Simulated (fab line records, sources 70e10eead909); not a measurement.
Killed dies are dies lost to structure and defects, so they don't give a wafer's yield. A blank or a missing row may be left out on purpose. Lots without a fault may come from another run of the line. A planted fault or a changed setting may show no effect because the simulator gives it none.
A struck lot beside a sound one | flow nand_harc | 15 steps out of a route of 1302
Sound: wafers L735.1, L735.2, L735.3. Struck: wafers L738.1, L738.2, L738.6. The cause comes at the end.
At each step with rows: each side's tool, then ch and its chambers, then its first start. Under that, the readings that differ: sound wafers | struck wafers | difference of the means | sigmas: that difference in standard deviations of wafers without a fault.
alike: readings whose means differ by less than 2 such deviations, and words and numbers that are the same on both sides. not compared: withheld readings, readings that some wafer has no value for, bounds like >300 that may hide the same value, and numbers for which the record gives no deviation and whose values overlap.
The two part at a step that has a row with sigmas, a row that says differs or no value, or rows on one side only. Numbers that don't overlap but have no deviation are shown without sigmas and don't part them. A reading that every wafer of one side lacks parts them only if that side has two wafers or more.

first, 10 steps without rows for these wafers: NHARC_P_GATE_SRD_01; NHARC_P_GATE_OXIDE_02 (material SiO2, target thk 37.5 nm, ox time 365 s); NHARC_P_GATE_DEHYDRATE_03 (time 120 s); NHARC_P_GATE_HMDS_04 (time 30 s); NHARC_P_GATE_COAT_05; NHARC_P_GATE_SOFTBAKE_06 (time 95 s); NHARC_P_GATE_EBR_07; NHARC_P_GATE_EXPOSE_08 (exposes mask P HV); NHARC_P_GATE_PEB_09 (peb time 85 s); NHARC_P_GATE_DEVELOP_10 (time 70 s).
NHARC_P_GATE_CD_MEAS_11: target cd 1640 nm.
  sound on cd_sem-02 ch 0, day 5 16:49; struck on cd_sem-03 ch 0, day 6 20:35
  alike: cd_nm
then, 1 step without rows for these wafers: NHARC_P_GATE_HARDBAKE_12 (time 80 s).
NHARC_P_GATE_DESCUM_13: chemistry O2, time 3 s.
  sound on rie_diel-04 ch 1,2,3, day 5 16:59; struck on rie_diel-04 ch 0,2, day 6 20:46
  reading          | sound          | struck         | difference | sigmas
  run_length_s (s) | 23.7 24.4 24.7 | 25.9 25.8 25.6 | +1.5       | +4
  alike: drypump_motor_current_A, oes_product_au, rf_vpp_V, showerhead_plenum_p_Torr, throttle_valve_pct
  not compared: rf_hours_counter_h
then, 1 step without rows for these wafers: NHARC_P_GATE_ETCH_14 (etches SiO2 in dHF, target depth 48.8 nm).
-- the record jumps here: 19 days lie between the struck wafers' starts before and after (it left off in module P_GATE and takes up again in module END, whose first step shown is number 1302 of the route) --
NHARC_END_SORT_01:
  sound on prober-01 ch 0, day 25 17:12; struck on prober-01 ch 0, day 26 08:28
  alike: killed_at_array, killed_at_other, killed_at_periphery, killed_dies, killed_open, killed_short

WHERE THEY PART
Only at NHARC_P_GATE_DESCUM_13, within this record. Later steps at which nothing parts them and some readings are alike: NHARC_END_SORT_01.

WHY: what the simulator had put in
Process parameter drift: rie_diel-04, from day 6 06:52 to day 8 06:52, at NHARC_P_GATE_DESCUM_13. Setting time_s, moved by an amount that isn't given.
